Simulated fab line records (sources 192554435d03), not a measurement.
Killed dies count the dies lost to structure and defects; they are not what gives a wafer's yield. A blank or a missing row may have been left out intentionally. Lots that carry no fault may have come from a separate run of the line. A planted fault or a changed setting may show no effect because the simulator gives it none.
Split-lot trial | flow n5Finfet | route with 1938 steps; 7 lots, 21 wafers read

THE SPLIT
At N5_FIN_CUT_COAT_19 (time 60 s, resist thk 20 nm), the setting spinRpm was moved away from the recipe's 1500 rpm on 8 of the 21 wafers read, by -6.9% to +6.0%. For the rest of the wafers, this setting stayed at what the recipe calls for.

FROM THE SPLIT TO THE READING: what the file shows between them, 5 steps
- N5_FIN_CUT_EXPOSE_05: exposes mask FIN CUT (also split here: doseMj)
- N5_FIN_CUT_PEB_06: peb time 60 s
- N5_FIN_CUT_DEVELOP_07: develop time 30 s
- N5_FIN_CUT_DESCUM_13: chemistry O2, time 7 s
- N5_FIN_CUT_ETCH_30: etches underlayer in N2/H2, target depth 13 nm, time 10.4 s

THE READING
etch.depthNm (the simulator's own value, which no gauge read), in nm, at N5_FIN_CUT_ETCH_20 (etches SiARC in CF4, target depth 26 nm, time 43.3 s). There is no usual value for it anywhere in the file. Across the 13 wafers here that went through the recipe, the average is 19.97 nm and the standard deviation 0.069 nm.

wafer  | tool, chamber at the split | spinRpm as run, rpm | against the recipe | etch.depthNm, nm | against lot-mates on the recipe
L080.2 | lithoTrack-02, 0           | 1500                | recipe             | 20.04            | -
L080.3 | lithoTrack-02, 0           | 1500                | recipe             | 19.93            | -
L080.4 | lithoTrack-02, 0           | 1396                | -6.9%              | 20.7             | +0.71
L081.1 | lithoTrack-05, 0           | 1542                | +2.8%              | 19.64            | -0.31
L081.4 | lithoTrack-05, 0           | 1500                | recipe             | 19.95            | -
L081.5 | lithoTrack-05, 0           | 1542                | +2.8%              | 19.67            | -0.28
L085.1 | lithoTrack-02, 0           | 1500                | recipe             | 20               | -
L085.2 | lithoTrack-02, 0           | 1500                | recipe             | 20               | -
L085.5 | lithoTrack-02, 0           | 1500                | recipe             | 19.97            | -
L086.2 | lithoTrack-01, 0           | 1500                | recipe             | 19.89            | -
L086.4 | lithoTrack-01, 0           | 1547                | +3.1%              | 19.65            | -0.26
L086.6 | lithoTrack-01, 0           | 1500                | recipe             | 19.93            | -
L088.3 | lithoTrack-05, 0           | 1590                | +6.0%              | 19.34            | -0.48
L088.4 | lithoTrack-05, 0           | 1500                | recipe             | 19.82            | -
L088.5 | lithoTrack-05, 0           | 1590                | +6.0%              | 19.33            | -0.49
L089.3 | lithoTrack-05, 0           | 1500                | recipe             | 19.99            | -
L089.4 | lithoTrack-05, 0           | 1500                | recipe             | 20.06            | -
L089.6 | lithoTrack-05, 0           | 1500                | recipe             | 20.09            | -
L097.1 | lithoTrack-02, 0           | 1455                | -3.0%              | 20.29            | +0.33
L097.3 | lithoTrack-02, 0           | 1500                | recipe             | 19.96            | -
L097.6 | lithoTrack-02, 0           | 1455                | -3.0%              | 20.25            | +0.29

FIT RESULTS
A straight line over all 21 wafers: etch.depthNm changes by -0.105 nm for each +1% of spinRpm; r = -0.98; the points scatter about the line by 0.058 nm.
The same after taking each lot's own level away (the mean of its wafers on the recipe; 21 wafers): -0.0929 nm for each +1%; r = -0.99; scatter 0.041 nm.
On that fit, the largest move of spinRpm shifts the reading by 0.64 nm.
Measured against the standard deviation above, the lots' own levels, which go from 19.820 to 20.047 nm, span 3.3 times it.
Hence the slope depends on the lot-to-lot level, as the two fits are not the same.
Check: for one of the wafers moved furthest among these (-6.9%), held out of the fit, the line's prediction against its lot-mates is +0.619 nm. It came out at +0.715 nm against them.

OTHER SPLITS APPLIED TO THESE WAFERS
Other splits were also applied to these wafers ahead of the reading. Each is held against what the fit with the lots' levels taken away leaves over:
other split on the same wafers | wafers away from the commonest value | r with etch.depthNm (lot level and that fit taken away)
N5_WELL_APT_EXPOSE_22 doseMj   | 7                                    | -0.18
N5_WELL_APT_PEB_23 pebTempC    | 9                                    | +0.01
N5_FIN_SAQP_HM_DEP_72 timeS    | 7                                    | +0.31
N5_FIN_SAQP_COAT_49 spinRpm    | 8                                    | -0.11
N5_FIN_CUT_EXPOSE_05 doseMj    | 10                                   | -0.28

THE WHOLE CHAIN: every reading that the file lists as answering this split, in the file's order
step               | what it does                                         | reading                                                                         | change (the file's fit)                | r (the file's)
N5_FIN_CUT_COAT_19 | time 60 s, resist thk 20 nm                          | SiARC_of_FIN_CUT_COAT_19.thkNm (the simulator's own value, which no gauge read) | -0.0958 nm for each +1% of the setting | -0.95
N5_FIN_CUT_ETCH_20 | etches SiARC in CF4, target depth 26 nm, time 43.3 s | etch.depthNm (the simulator's own value, which no gauge read)                   | -0.0947 nm for each +1% of the setting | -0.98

THE FILE'S OWN FIT
etch.depthNm changes by -0.0947 nm for each +1% of spinRpm, r = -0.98.
